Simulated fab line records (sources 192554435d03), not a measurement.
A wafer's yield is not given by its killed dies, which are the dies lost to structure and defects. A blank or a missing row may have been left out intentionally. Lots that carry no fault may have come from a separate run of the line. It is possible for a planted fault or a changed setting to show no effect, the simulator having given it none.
One fault through the eyes of 3 desks / flow n5_finfet / only its own numbers are on each desk; what lay behind them is given at the end

THE DEFECT DESK
Counts from the inspections along the route, per lot, as means over the sampled wafers that have a number. If a lot's mean is further than 4 standard deviations from the usual mean, the lot is out of limits and carries the mark OUT (the distance appears in the brackets).
Columns: A = raw_defect_count at N5_BEOL_M0_INSPECT_127, usual 68
lot=L534; first seen here=day 6 16:35; A=46
lot=L535; first seen here=day 6 21:57; A=63
lot=L536; first seen here=day 6 23:42; A=75
lot=L539; first seen here=day 8 02:28; A=73
lot=L542; first seen here=day 8 18:29; A=88
lot=L547; first seen here=day 9 19:25; A=115
lot=L548; first seen here=day 9 21:45; A=72
lot=L549; first seen here=day 10 02:12; A=56
lot=L551; first seen here=day 10 20:46; A=58
lot=L555; first seen here=day 11 12:16; A=79
Result from this desk: across the 10 lots, nothing is out of limits.

AT THE METROLOGY DESK
Means of the sampled wafers that have a number, per lot and without regard to the tool the lot ran on: this is what the gauges read. If a lot's mean is further than 4 standard deviations from the usual mean, the lot is out of limits and carries the mark OUT (the distance appears in the brackets). Shown here are 7 of its 11 readings, the ones lying furthest out on some lot.
Columns: A = M0_RS at N5_BEOL_M0_RS_MEAS_126, usual 0.530 ohm/sq; B = DIBL_P at N5_BEOL_M4_RC_MEAS_101, usual 36.5 mV/V; C = IOFF_P at N5_BEOL_M4_RC_MEAS_101, usual 0.22 nA/um; D = ION_N at N5_BEOL_M4_RC_MEAS_101, usual 675 uA/um; E = ION_P at N5_BEOL_M4_RC_MEAS_101, usual 463 uA/um; F = VT_N at N5_BEOL_M4_RC_MEAS_101, usual 249 mV; G = VT_P at N5_BEOL_M4_RC_MEAS_101, usual -250 mV
lot=L534; first seen here=day 6 16:34; A=0.536; B=37.5; C=0.25; D=678; E=466; F=246; G=-247
lot=L535; first seen here=day 6 21:55; A=0.550; B=35.0; C=0.19; D=666; E=454; F=252; G=-251
lot=L536; first seen here=day 6 23:40; A=0.517; B=32.7; C=0.15; D=654; E=450; F=255; G=-256
lot=L539; first seen here=day 8 02:26; A=0.534; B=38.8; C=0.25; D=667; E=461; F=249; G=-248
lot=L542; first seen here=day 8 18:28; A=0.527; B=35.7; C=0.20; D=667; E=457; F=251; G=-251
lot=L547; first seen here=day 9 19:24; A=0.532; B=36.3; C=0.22; D=667; E=462; F=248; G=-248
lot=L548; first seen here=day 9 21:43; A=0.490; B=34.4; C=0.20; D=668; E=464; F=255; G=-246
lot=L549; first seen here=day 10 02:10; A=0.506; B=37.8; C=0.21; D=687; E=465; F=250; G=-251
lot=L551; first seen here=day 10 20:44; A=0.473; B=-; C=-; D=-; E=-; F=-; G=-
lot=L555; first seen here=day 11 12:14; A=0.536; B=34.3; C=0.19; D=659; E=461; F=253; G=-250
Result from this desk: across the 10 lots, nothing is out of limits.

THE TOOL OWNER'S DESK: pecvd-04
The tool's own readings at N5_BEOL_M0_SAQP_PECVD_00 (deposits SiCN from 3MS/NH3, target thk 8 nm, time 14 s): means of the sampled wafers that have a number, for each lot that ran on this tool. If a lot's mean is further than 4 standard deviations from the usual mean, the lot is out of limits and carries the mark OUT (the distance appears in the brackets).
Columns: A = showerhead_plenum_p_Torr at N5_BEOL_M0_SAQP_PECVD_00, usual 3.656 Torr; B = throttle_valve_pct at N5_BEOL_M0_SAQP_PECVD_00, usual 9.2 %
lot=L536; first seen here=day 6 09:03; A=3.638; B=9.3
lot=L542; first seen here=day 7 23:46; A=3.649; B=9.2
lot=L547; first seen here=day 9 06:04; A=3.635; B=9.1
lot=L548; first seen here=day 9 09:04; A=3.643; B=9.1
lot=L549; first seen here=day 9 12:50; A=3.655; B=9.2
lot=L551; first seen here=day 10 02:04; A=3.655; B=9.1
Result from this desk: across the 6 lots, nothing is out of limits.

PUT TOGETHER
Nothing the defect desk looked at was out of limits.
From the metrology desk's view, nothing was out of limits.
The tool owner's desk saw nothing out of limits.

WHAT HAD BEEN PUT IN BY THE SIMULATOR
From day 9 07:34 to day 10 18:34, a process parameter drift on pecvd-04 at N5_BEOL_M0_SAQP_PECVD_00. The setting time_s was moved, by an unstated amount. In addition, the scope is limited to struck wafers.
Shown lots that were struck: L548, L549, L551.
